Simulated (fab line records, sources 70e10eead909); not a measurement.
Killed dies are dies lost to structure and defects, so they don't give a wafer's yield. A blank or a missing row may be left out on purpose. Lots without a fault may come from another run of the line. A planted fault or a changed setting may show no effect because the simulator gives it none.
fab line records | flow nand_harc
record lots=6 wafers=18 last_day=33
route steps=1302 shown A_ONON_D1@438 A_CHANNEL_HOLE_D1@450 END@1302
lots that met no fault: from a run of the same line without faults
start_h: hours from the record's first day to the start of the lot's first wafer shown | wait_h: hours since the lot's step before | " the same as in the row above | L1.1+2: a row that stands for several wafers | - no value, or no start given | * or withheld: withheld | < > ~ a bound
route shown NAME@n: a module of which the file shows steps, and the number in the route of the first | usual: mean/standard deviation of fault-free wafers | same: alike in all rows | chamber/n: place in a boat | sites: the reading at each site | _std_site: their standard deviation | _edge_site: outer sites' mean less inner sites' | radius_mm: how far each site lies from the wafer's centre | mask NAME#n: copy n | behind: the tool/chamber that last shaped the wafer | hold: why the lot was held/for how many hours/how that ended | device: the transistor (n, p or np) that didn't switch | end of line: the same wafers' tests at the end of the route | a step without rows: its recipe alone | killed: dies lost to structure and defects at the first sort, not the wafer's yield | map: a wafer's dies, x killed, . not, _ none there
set.NAME: the setting as run; set.NAME@STEP: as run at that earlier step | model.NAME: the simulator's own value behind a step, which no gauge read
lots at some steps of the route; a table a step, a row a wafer
services: from which hour (start_h, from the record's first day; less than 0 if before it) a tool's chamber was out of use, for how many hours, and why
## steps
# step NHARC_A_ONON_D1_DEP_19
# recipe target_thk_a=10000 n2_flow_sccm=2750 n2o_flow_sccm=2000 nh3_flow_sccm=500 sih4_flow_sccm=210 temp_c=400
# step NHARC_A_ONON_D1_THK_MEAS_21
# recipe thk_meas_gauge=ellipsometry
# usual thk_nm=999/9.4
# columns lot.wafer tool chamber start_h wait_h thk_nm
L507.1 film_metro-02 - 176.22 - 985
L507.2 " - " " 987
L507.5 " - " " 985
L516.1 film_metro-02 - 259.70 - 996
L516.3 " - " " 997
L516.4 " - " " 998
L520.1 film_metro-02 - 311.66 - 985
L520.4 " - " " 985
L520.5 " - " " 986
L522.1 film_metro-02 - 320.44 - 993
L522.2 " - " " 992
L522.5 " - " " 993
L528.2 film_metro-01 - 380.40 - 996
L528.3 " - " " 996
L528.5 " - " " 997
L529.1 film_metro-02 - 398.17 - 999
L529.2 " - " " 1000
L529.3 " - " " 1000
# step NHARC_A_ONON_D1_DEP_22
# recipe target_thk_a=10000 n2_flow_sccm=2750 n2o_flow_sccm=2000 nh3_flow_sccm=500 sih4_flow_sccm=210 temp_c=400
# step NHARC_A_ONON_D1_THK_MEAS_24
# recipe thk_meas_gauge=ellipsometry
# usual thk_nm=1002/7.1
# columns lot.wafer tool chamber start_h wait_h thk_nm
L507.1 film_metro-02 - 176.78 - 996
L507.2 " - " " 998
L507.5 " - " " 998
L516.1 film_metro-01 - 260.27 - 1006
L516.3 " - " " 1005
L516.4 " - " " 1004
L520.1 film_metro-02 - 312.41 - 1004
L520.4 " - " " 1005
L520.5 " - " " 1005
L522.1 film_metro-02 - 321.01 - 1012
L522.2 " - " " 1011
L522.5 " - " " 1010
L528.2 film_metro-01 - 380.97 - 997
L528.3 " - " " 997
L528.5 " - " " 999
L529.1 film_metro-01 - 398.73 - 1002
L529.2 " - " " 1001
L529.3 " - " " 999
# step NHARC_A_ONON_D1_DEP_25
# recipe target_thk_a=10000 n2_flow_sccm=2750 n2o_flow_sccm=2000 nh3_flow_sccm=500 sih4_flow_sccm=210 temp_c=400
# step NHARC_A_ONON_D1_THK_MEAS_27
# recipe thk_meas_gauge=ellipsometry
# usual thk_nm=998/8.9
# columns lot.wafer tool chamber start_h wait_h thk_nm
L507.1 film_metro-01 - 177.35 - 1017
L507.2 " - " " 1017
L507.5 " - " " 1016
L516.1 film_metro-01 - 260.84 - 981
L516.3 " - " " 977
L516.4 " - " " 979
L520.1 film_metro-01 - 312.97 - 990
L520.4 " - " " 992
L520.5 " - " " 992
L522.1 film_metro-01 - 321.58 - 992
L522.2 " - " " 990
L522.5 " - " " 990
L528.2 film_metro-01 - 381.53 - 1008
L528.3 " - " " 1008
L528.5 " - " " 1010
L529.1 film_metro-01 - 399.30 - 1008
L529.2 " - " " 1007
L529.3 " - " " 1007
# step NHARC_A_ONON_D1_DEP_28
# recipe target_thk_a=10000 n2_flow_sccm=2750 n2o_flow_sccm=2000 nh3_flow_sccm=500 sih4_flow_sccm=210 temp_c=400
# step NHARC_A_ONON_D1_THK_MEAS_30
# recipe thk_meas_gauge=ellipsometry
# usual thk_nm=999/9.1
# columns lot.wafer tool chamber start_h wait_h thk_nm
L507.1 film_metro-02 - 177.92 - 999
L507.2 " - " " 999
L507.5 " - " " 1001
L516.1 film_metro-02 - 261.40 - 1002
L516.3 " - " " 1004
L516.4 " - " " 1004
L520.1 film_metro-02 - 313.54 - 997
L520.4 " - " " 997
L520.5 " - " " 1000
L522.1 film_metro-02 - 322.14 - 1014
L522.2 " - " " 1017
L522.5 " - " " 1014
L528.2 film_metro-01 - 382.10 - 995
L528.3 " - " " 996
L528.5 " - " " 995
L529.1 film_metro-01 - 399.87 - 1006
L529.2 " - " " 1006
L529.3 " - " " 1005
# step NHARC_A_ONON_D1_DEP_33
# recipe target_thk_a=2000 temp_c=400 pressure_torr=6.5 rf_w=900 teos_flow_sccm=161.4 flow_sccm=2650 target_thk_nm=200 gas=O2 material=SiO2
# usual heater_power_w=581/76 rf_fwd_power_W=898.5/2.6 showerhead_vpp_V=1872/62 throttle_valve_pct=16.0/0.49
# columns lot.wafer tool chamber start_h wait_h heater_power_w rf_fwd_power_W showerhead_vpp_V throttle_valve_pct
L507.1 pecvd-03 1 177.98 0.1 579 901.7 1874 16.5
L507.2 " 0 " " 612 900.3 1889 16.3
L507.5 " 2 " " 415 898.4 1927 15.7
L516.3 pecvd-03 2 261.50 0.1 455 895.5 1927 15.5
L516.1 " 0 " " 540 898.4 1885 16.1
L516.4 " 1 " " 684 897.1 1842 16.0
L520.1 pecvd-03 1 313.68 0.1 629 899.4 1879 16.0
L520.5 " 0 " " 481 903.1 1890 16.2
L520.4 " 1 " " 647 899.7 1859 16.1
L522.1 pecvd-04 0 322.24 0.1 580 896.3 1893 16.0
L522.2 " 1 " " 641 898.0 1858 16.6
L522.5 " 0 " " 600 899.1 1867 15.9
L528.3 pecvd-03 1 382.16 0.1 761 901.7 1853 16.0
L528.2 " 2 " " 514 897.0 1942 15.5
L528.5 " 1 " " 749 900.4 1886 15.9
L529.2 pecvd-04 1 399.93 0.1 611 901.9 1839 16.8
L529.3 " 2 " " 706 900.0 2022 17.1
L529.1 " 0 " " 574 897.5 1864 16.0
# step NHARC_A_ONON_D1_THK_MEAS_34
# recipe thk_meas_gauge=ellipsometry
# usual thk_nm=198.2/2.9
# columns lot.wafer tool chamber start_h wait_h thk_nm
L507.1 film_metro-02 - 178.39 - 198.9
L507.2 " - " " 198.4
L507.5 " - " " 198.0
L516.1 film_metro-02 - 261.87 - 194.5
L516.3 " - " " 195.7
L516.4 " - " " 199.9
L520.1 film_metro-01 - 314.00 - 195.2
L520.4 " - " " 196.1
L520.5 " - " " 197.4
L522.1 film_metro-01 - 322.62 - 196.5
L522.2 " - " " 198.5
L522.5 " - " " 200.7
L528.2 film_metro-01 - 382.57 - 196.2
L528.3 " - " " 196.5
L528.5 " - " " 198.9
L529.1 film_metro-01 - 400.35 - 196.1
L529.2 " - " " 200.5
L529.3 " - " " 193.2
# step NHARC_A_ONON_D1_INSPECT_32
# usual raw_defect_count=64/22
# columns lot.wafer tool chamber start_h wait_h raw_defect_count
L507.1 defect_inspect-01 - 178.45 0.0 48
L507.2 " - " " 43
L507.5 " - " " 55
L516.1 defect_inspect-02 - 261.96 0.0 41
L516.3 " - " " 106
L516.4 " - " " 84
L520.1 defect_inspect-02 - 314.07 0.0 51
L520.4 " - " " 81
L520.5 " - " " 53
L522.1 defect_inspect-02 - 322.70 0.0 41
L522.2 " - " " 63
L522.5 " - " " 54
L528.2 defect_inspect-02 - 382.63 0.0 49
L528.3 " - " " 62
L528.5 " - " " 58
L529.1 defect_inspect-02 - 400.41 0.0 66
L529.2 " - " " 94
L529.3 " - " " 69
# step NHARC_A_CHANNEL_HOLE_D1_DEP_00
# recipe target_thk_a=31000 temp_c=400 material=aC
# usual throttle_valve_pct=34.999/0.0087
# columns lot.wafer tool chamber start_h wait_h throttle_valve_pct
L507.1 acl_dep-02 0 178.52 0.1 35.001
L507.2 " 0 " " 34.998
L507.5 " 0 " " 35.009
L516.1 acl_dep-03 0 262.79 0.8 34.995
L516.3 " 0 " " 35.017
L516.4 " 0 " " 34.991
L520.1 acl_dep-02 0 314.13 0.1 34.996
L520.4 " 0 " " 34.993
L520.5 " 0 " " 35.008
L522.1 acl_dep-02 0 323.36 0.7 34.983
L522.2 " 0 " " 35.012
L522.5 " 0 " " 35.010
L528.2 acl_dep-02 0 387.46 4.8 35.009
L528.3 " 0 " " 35.001
L528.5 " 0 " " 34.999
L529.1 acl_dep-02 0 400.48 0.1 35.003
L529.2 " 0 " " 35.002
L529.3 " 0 " " 35.004
# step NHARC_A_CHANNEL_HOLE_D1_DEP_01
# recipe target_thk_a=1400 target_thk_nm=140 temp_c=400 pressure_torr=3.5 flow_sccm=200 rf_w=350 material=SiON
# usual heater_power_w=756/79 rf_fwd_power_W=348.4/1.2 showerhead_vpp_V=1135/51
# columns lot.wafer tool chamber start_h wait_h heater_power_w rf_fwd_power_W showerhead_vpp_V
L507.2 pecvd-02 0 180.45 1.3 665 348.5 1195
L507.1 " 1 " " 826 348.4 1051
L507.5 " 0 " " 697 349.1 1203
L516.3 pecvd-03 0 264.74 1.0 816 347.8 1166
L516.1 " 1 " " 775 348.1 1169
L516.4 " 2 " " 727 348.5 1181
L520.1 pecvd-02 1 316.09 1.6 756 347.1 1078
L520.4 " 0 " " 540 347.9 1221
L520.5 " 1 " " 741 347.0 1072
L522.1 pecvd-01 1 325.30 1.6 861 349.7 1132
L522.2 " 2 " " 714 347.7 1147
L522.5 " 2 " " 713 350.8 1168
L528.2 pecvd-02 0 389.13 1.4 634 350.3 1198
L528.3 " 1 " " 802 347.6 1062
L528.5 " 2 " " 710 347.7 1042
L529.2 pecvd-03 0 402.41 1.3 799 350.4 1185
L529.1 " 1 " " 931 350.2 1149
L529.3 " 2 " " 694 347.5 1200
# step NHARC_A_CHANNEL_HOLE_D1_DEHYDRATE_02
# recipe temp_c=150 time_s=120
# step NHARC_A_CHANNEL_HOLE_D1_HMDS_03
# recipe time_s=30
# step NHARC_A_CHANNEL_HOLE_D1_COAT_36
# recipe temp_c=260 time_s=75
# step NHARC_A_CHANNEL_HOLE_D1_COAT_37
# recipe temp_c=225 time_s=65
# step NHARC_A_CHANNEL_HOLE_D1_COAT_04
# recipe spin_rpm=1500 resist_thk_nm=90
# step NHARC_A_CHANNEL_HOLE_D1_SOFTBAKE_05
# recipe temp_c=105 time_s=55
# step NHARC_A_CHANNEL_HOLE_D1_EBR_06
# step NHARC_A_CHANNEL_HOLE_D1_EXPOSE_07
# recipe na=1.35 target_cd_nm=100 sigma_outer=0.3 dose_mj=59.65 mask_id=HOLE_D1
# step NHARC_A_CHANNEL_HOLE_D1_PEB_08
# recipe peb_temp_c=100 peb_time_s=65
# step NHARC_A_CHANNEL_HOLE_D1_DEVELOP_09
# recipe develop_time_s=35 dev_temp_c=23
# step NHARC_A_CHANNEL_HOLE_D1_CD_MEAS_10
# recipe target_cd_nm=100 landing_energy_ev=500
# usual cd_nm=99.9/0.62
# columns lot.wafer tool chamber start_h wait_h cd_nm
L507.1 cd_sem-02 0 181.32 - 98.8
L507.2 " 0 " " 99.1
L507.5 " 0 " " 99.6
L516.1 cd_sem-02 0 265.43 - 99.2
L516.3 " 0 " " 100.5
L516.4 " 0 " " 99.7
L520.1 cd_sem-02 0 316.78 - 100.9
L520.4 " 0 " " 99.8
L520.5 " 0 " " 99.7
L522.1 cd_sem-02 0 325.99 - 99.8
L522.2 " 0 " " 99.5
L522.5 " 0 " " 99.9
L528.2 cd_sem-02 0 389.83 - 99.8
L528.3 " 0 " " 100.2
L528.5 " 0 " " 100.3
L529.1 cd_sem-01 0 403.01 - 100.4
L529.2 " 0 " " 100.2
L529.3 " 0 " " 100.1
# step NHARC_A_CHANNEL_HOLE_D1_OVL_MEAS_11
# usual overlay_x_nm=-0.3/0.93 overlay_y_nm=0.1/0.76
# columns lot.wafer tool chamber start_h wait_h overlay_x_nm overlay_y_nm
L507.1 overlay-01 - 181.41 - -0.6 0.5
L507.2 " - " " -0.4 0.4
L507.5 " - " " -0.3 0.6
L516.1 overlay-02 - 265.52 - 0.0 -0.4
L516.3 " - " " -0.5 -0.5
L516.4 " - " " -0.3 -0.2
L520.1 overlay-02 - 316.87 - -1.0 0.7
L520.4 " - " " -0.4 0.7
L520.5 " - " " -0.8 0.1
L522.1 overlay-01 - 326.08 - 1.3 -1.7
L522.2 " - " " 1.3 -1.3
L522.5 " - " " 0.9 -0.8
L528.2 overlay-01 - 389.91 - 0.1 -0.2
L528.3 " - " " 0.5 0.4
L528.5 " - " " 0.5 0.5
L529.1 overlay-01 - 403.11 - 0.2 -0.4
L529.2 " - " " 0.0 -0.4
L529.3 " - " " -0.1 -0.9
# step NHARC_A_CHANNEL_HOLE_D1_INSPECT_12
# usual raw_defect_count=5.3/2.5
# columns lot.wafer tool chamber start_h wait_h raw_defect_count
L507.1 defect_inspect-02 - 181.44 0.0 5
L507.2 " - " " 7
L507.5 " - " " 2
L516.1 defect_inspect-02 - 265.55 0.0 5
L516.3 " - " " 8
L516.4 " - " " 4
L520.1 defect_inspect-02 - 316.90 0.0 22
L520.4 " - " " 22
L520.5 " - " " 21
L522.1 defect_inspect-02 - 326.12 0.0 20
L522.2 " - " " 19
L522.5 " - " " 18
L528.2 defect_inspect-02 - 389.95 0.0 2
L528.3 " - " " 5
L528.5 " - " " 5
L529.1 defect_inspect-01 - 403.15 0.0 3
L529.2 " - " " 8
L529.3 " - " " 8
# step NHARC_A_CHANNEL_HOLE_D1_DESCUM_15
# recipe time_s=3 o2_flow_sccm=200 ar_flow_sccm=0 bias_power_w=0 chemistry=O2
# usual drypump_motor_current_A=5.7/0.41 oes_product_au=1.003/0.011 rf_vpp_V=57.8/0.86 showerhead_plenum_p_Torr=1.88/0.094 throttle_valve_pct=11.311/0.0082
# same time_s=3
# columns lot.wafer tool chamber start_h wait_h drypump_motor_current_A oes_product_au rf_hours_counter_h rf_vpp_V showerhead_plenum_p_Torr throttle_valve_pct
L507.2 rie_diel-13 3 181.51 0.1 5.5 0.997 4 58.1 1.95 11.311
L507.1 " 1 " " 5.9 1.004 3 58.0 1.89 11.313
L507.5 " 3 " " 5.6 0.997 - 57.6 1.95 11.329
L516.4 rie_diel-06 0 265.62 0.1 6.4 0.993 10 57.3 1.78 11.314
L516.3 " 1 " " 5.5 1.015 11 56.7 1.77 11.315
L516.1 " 2 " " 5.8 1.014 11 58.1 2.03 11.312
L520.1 rie_diel-06 1 316.97 0.1 5.6 1.012 0 57.7 1.77 11.308
L520.4 " 2 " " 5.8 1.002 0 58.1 2.03 11.302
L520.5 " 0 " " 6.4 1.010 - 57.0 1.78 11.304
L522.1 rie_diel-06 0 326.55 0.4 6.4 0.999 2 55.8 1.78 11.312
L522.2 " 2 " " 5.8 0.999 1 58.5 2.03 11.316
L522.5 " 3 " " 5.3 1.003 - 59.1 1.92 11.302
L528.2 rie_diel-06 0 390.01 0.1 6.4 1.002 6 57.8 1.78 11.304
L528.3 " 2 " " 5.8 1.004 7 58.6 2.03 11.298
L528.5 " 1 " " 5.6 1.012 - 57.5 1.77 11.307
L529.3 rie_diel-13 0 403.21 0.1 5.3 0.996 15 55.5 1.93 11.317
L529.2 " 1 " " 5.9 0.980 15 58.9 1.86 11.303
L529.1 " 2 " " 5.1 1.008 12 57.9 1.97 11.306
# step NHARC_END_SORT_01
# recipe temp_c=25
# usual killed_at_array=56/18 killed_at_other=1.4/1.5 killed_at_periphery=4/3.1 killed_dies=61/19 killed_open=3.5/1.8 killed_short=2.4/1.4
# same gross_dies=677
# columns lot.wafer tool chamber start_h wait_h killed_at_array killed_at_other killed_at_periphery killed_dies killed_open killed_short
L507.1 prober-02 0 561.38 2.5 56 0 2 58 4 2
L507.2 prober-02 0 562.19 2.8 75 0 2 77 4 5
L507.5 prober-02 0 564.61 3.7 73 0 3 76 3 3
L516.1 prober-01 0 654.73 2.5 31 3 9 43 4 2
L516.3 prober-01 0 656.32 3.1 41 2 8 51 6 2
L516.4 prober-01 0 657.12 3.4 47 1 12 60 5 3
L520.1 prober-02 0 701.14 2.5 43 0 1 44 3 3
L520.4 prober-02 0 703.53 3.4 43 4 3 50 3 3
L520.5 prober-02 0 704.32 3.7 45 1 1 47 1 0
L522.1 prober-01 0 738.57 2.5 59 1 8 68 0 4
L522.2 prober-01 0 739.37 2.8 50 3 2 55 0 2
L522.5 prober-01 0 741.78 3.7 58 1 2 61 4 1
L528.2 prober-02 0 771.46 2.8 55 2 4 61 3 1
L528.3 prober-02 0 772.26 3.1 46 2 3 51 5 1
L528.5 prober-02 0 773.86 3.7 44 2 5 51 5 3
L529.1 prober-01 0 788.14 2.5 74 2 6 82 3 4
L529.2 prober-01 0 788.94 2.8 70 4 2 76 2 4
L529.3 prober-01 0 789.74 3.1 55 4 2 61 2 2
# killed by level:class
L507.1 A_CHANNEL_HOLE_D1:chamber_film_flake=30 A_SLIT:chamber_film_flake=9 A_STAIRCASE:chamber_film_flake=5 A_CHANNEL_HOLE_D2:chamber_film_flake=4 A_M1:geometric_particle:open=2 A_CONTACT:chamber_film_flake=2 P_CONTACT:geometric_particle:short=1 A_CHANNEL_FILL_D2:geometric_particle:short=1
L507.2 A_CHANNEL_HOLE_D1:chamber_film_flake=31 A_SLIT:chamber_film_flake=19 A_CHANNEL_HOLE_D2:chamber_film_flake=8 A_CONTACT:chamber_film_flake=6 A_CHANNEL_FILL_D1:chamber_film_flake=2 P_M0:geometric_particle:open=1 P_M2:geometric_particle:short=1 A_ONON_D1:geometric_particle:short=1
L507.5 A_CHANNEL_HOLE_D1:chamber_film_flake=31 A_SLIT:chamber_film_flake=20 A_CHANNEL_HOLE_D2:chamber_film_flake=5 A_CONTACT:chamber_film_flake=5 A_STAIRCASE:chamber_film_flake=3 P_M0:chamber_film_flake=2 A_CHANNEL_FILL_D1:chamber_film_flake=2 A_DECK1_JOINT:chamber_film_flake=2
L516.1 A_CHANNEL_HOLE_D2:chamber_film_flake=15 A_STAIRCASE:chamber_film_flake=9 P_CONTACT:chamber_film_flake=6 THIN_TSV:chamber_film_flake=3 P_CONTACT:geometric_particle:open=2 A_CONTACT:chamber_film_flake=2 A_SOURCE_PLATE:geometric_particle:short=1 A_CHANNEL_HOLE_D2:geometric_particle:short=1
L516.3 A_CHANNEL_HOLE_D2:chamber_film_flake=17 A_STAIRCASE:chamber_film_flake=13 A_CHANNEL_HOLE_D1:chamber_film_flake=4 P_CONTACT:chamber_film_flake=2 P_BONDPAD:chamber_film_flake=2 THIN_TSV:chamber_film_flake=2 P_CONTACT:geometric_particle:open=1 A_ONON_D1:geometric_particle:open=1
L516.4 A_STAIRCASE:chamber_film_flake=19 A_CHANNEL_HOLE_D2:chamber_film_flake=13 P_CONTACT:chamber_film_flake=5 A_CHANNEL_HOLE_D1:chamber_film_flake=5 P_GATE:chamber_film_flake=2 A_CONTACT:chamber_film_flake=2 P_GATE:geometric_particle:open=1 P_M0:geometric_particle:short=1
L520.1 A_CHANNEL_HOLE_D1:unspecified=16 A_CHANNEL_HOLE_D1:chamber_film_flake=12 A_CONTACT:chamber_film_flake=3 A_ONON_D2:geometric_particle:short=2 A_CHANNEL_HOLE_D2:chamber_film_flake=2 A_SLIT:chamber_film_flake=2 A_WL_FILL:geometric_particle:short=1 A_WL_FILL:geometric_particle:open=1
L520.4 A_CHANNEL_HOLE_D1:unspecified=15 A_CHANNEL_HOLE_D1:chamber_film_flake=14 A_CONTACT:chamber_film_flake=7 THIN_TSV:chamber_film_flake=3 P_CONTACT:geometric_particle:open=1 P_M2:geometric_particle:open=1 A_ONON_D1:geometric_particle:open=1 A_CHANNEL_FILL_D1:geometric_particle:short=1
L520.5 A_CHANNEL_HOLE_D1:unspecified=16 A_CHANNEL_HOLE_D1:chamber_film_flake=14 A_CONTACT:chamber_film_flake=5 A_CHANNEL_FILL_D1:chamber_film_flake=3 A_ZERO_WELL:chamber_film_flake=2 A_SLIT:chamber_film_flake=2 A_ONON_D2:geometric_particle:open=1 P_CONTACT:chamber_film_flake=1
L522.1 A_CHANNEL_HOLE_D1:chamber_film_flake=30 A_CHANNEL_HOLE_D1:unspecified=15 A_STAIRCASE:chamber_film_flake=5 P_ZERO_WELL:chamber_film_flake=4 P_GATE:chamber_film_flake=3 A_SLIT:chamber_film_flake=2 A_CONTACT:chamber_film_flake=2 P_CONTACT:geometric_particle:short=1
L522.2 A_CHANNEL_HOLE_D1:chamber_film_flake=29 A_CHANNEL_HOLE_D1:unspecified=9 A_SLIT:chamber_film_flake=6 THIN_TSV:chamber_film_flake=3 P_GATE:chamber_film_flake=2 A_ONON_D2:geometric_particle:short=1 A_CHANNEL_FILL_D2:geometric_particle:short=1 A_ZERO_WELL:chamber_film_flake=1
L522.5 A_CHANNEL_HOLE_D1:chamber_film_flake=33 A_CHANNEL_HOLE_D1:unspecified=9 A_SLIT:chamber_film_flake=3 A_CHANNEL_FILL_D2:geometric_particle:open=2 P_ZERO_WELL:chamber_film_flake=2 A_WL_FILL:chamber_film_flake=2 A_STAIRCASE:chamber_film_flake=2 A_ONON_D1:geometric_particle:short=1
L528.2 A_SLIT:chamber_film_flake=37 A_CHANNEL_HOLE_D2:chamber_film_flake=8 P_STI:chamber_film_flake=2 A_CHANNEL_HOLE_D1:unspecified=2 A_CONTACT:chamber_film_flake=2 THIN_TSV:chamber_film_flake=2 P_M0:geometric_particle:open=1 A_CHANNEL_FILL_D1:geometric_particle:open=1
L528.3 A_SLIT:chamber_film_flake=29 A_CHANNEL_HOLE_D1:unspecified=4 A_CHANNEL_HOLE_D2:chamber_film_flake=3 A_BLC:geometric_particle:open=2 A_CONTACT:chamber_film_flake=2 THIN_TSV:chamber_film_flake=2 P_M0:geometric_particle:open=1 A_SGD_CUT:geometric_particle:open=1
L528.5 A_SLIT:chamber_film_flake=26 A_CHANNEL_HOLE_D2:chamber_film_flake=7 A_CONTACT:chamber_film_flake=4 P_CONTACT:geometric_particle:open=2 A_STAIRCASE:chamber_film_flake=2 THIN_TSV:chamber_film_flake=2 P_CONTACT:geometric_particle:short=1 P_M0:geometric_particle:open=1
L529.1 A_SLIT:chamber_film_flake=25 A_CHANNEL_HOLE_D2:chamber_film_flake=20 A_CHANNEL_HOLE_D1:chamber_film_flake=14 A_CONTACT:chamber_film_flake=9 P_M0:geometric_particle:open=3 P_GATE:chamber_film_flake=2 A_DECK1_JOINT:chamber_film_flake=2 THIN_TSV:chamber_film_flake=2
L529.2 A_CHANNEL_HOLE_D2:chamber_film_flake=21 A_SLIT:chamber_film_flake=19 A_CHANNEL_HOLE_D1:chamber_film_flake=15 A_CONTACT:chamber_film_flake=4 THIN_TSV:chamber_film_flake=4 A_DECK1_JOINT:chamber_film_flake=3 A_M1:chamber_film_flake=2 P_CONTACT:geometric_particle:short=1
L529.3 A_CHANNEL_HOLE_D2:chamber_film_flake=22 A_SLIT:chamber_film_flake=14 A_CHANNEL_HOLE_D1:chamber_film_flake=9 THIN_TSV:chamber_film_flake=3 A_CHANNEL_FILL_D2:chamber_film_flake=2 A_STAIRCASE:chamber_film_flake=2 A_CONTACT:chamber_film_flake=2 P_CONTACT:geometric_particle:short=1
## services
# columns tool chamber start_h hours kind
rie_diel-06 0 154.93 4.5 repair
rie_diel-13 - 166.85 9.0 pm
pecvd-03 - 185.09 13.0 pm
pecvd-03 0 185.09 13.0 vent_cycle
pecvd-03 1 185.09 13.0 vent_cycle
pecvd-03 2 185.09 13.0 vent_cycle
pecvd-03 0 198.09 - clean
pecvd-03 1 198.09 - clean
rie_diel-06 3 199.18 2.7 repair
pecvd-02 - 227.09 13.0 pm
rie_diel-13 - 228.64 1.2 repair
acl_dep-02 - 242.17 13.0 pm
pecvd-04 - 269.14 13.0 pm
acl_dep-03 - 298.40 13.0 pm
rie_diel-06 - 307.20 9.0 pm
pecvd-01 - 311.35 13.0 pm
rie_diel-13 0 330.56 4.9 repair
rie_diel-13 - 343.85 9.0 pm
rie_diel-13 3 356.68 15.5 repair
pecvd-03 - 366.09 13.0 pm
rie_diel-06 1 367.21 3.6 repair
rie_diel-13 2 374.87 1.9 repair
pecvd-02 - 375.66 1.8 repair
rie_diel-06 1 391.73 7.9 repair
## key
first_sign step=NHARC_A_CHANNEL_HOLE_D1_INSPECT_12 reading=raw_defect_count direction=up sigmas=6.1 usual=5.3 struck=20.3
effect none on later readings
met_at NHARC_A_CHANNEL_HOLE_D1_DEP_00
struck_wafers L520.1,L520.4,L520.5,L522.1,L522.2,L522.5
tester_left_out L520,L522
onset_between 178.52 314.13
fault kind=chamber_particle_source tool=acl_dep-02 chamber=0 onset_h=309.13 steps=NHARC_A_CHANNEL_HOLE_D1_DEP_00 rate_per_visit_cm2=0.021556 end_h=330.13
# tester_left_out: of these lots the tester's yield and bins aren't shown, on N5 and GAA mostly nor the transistor test; their killed dies are dies lost to structure and defects alone, not to doping, threshold or leakage, so they don't give the yield
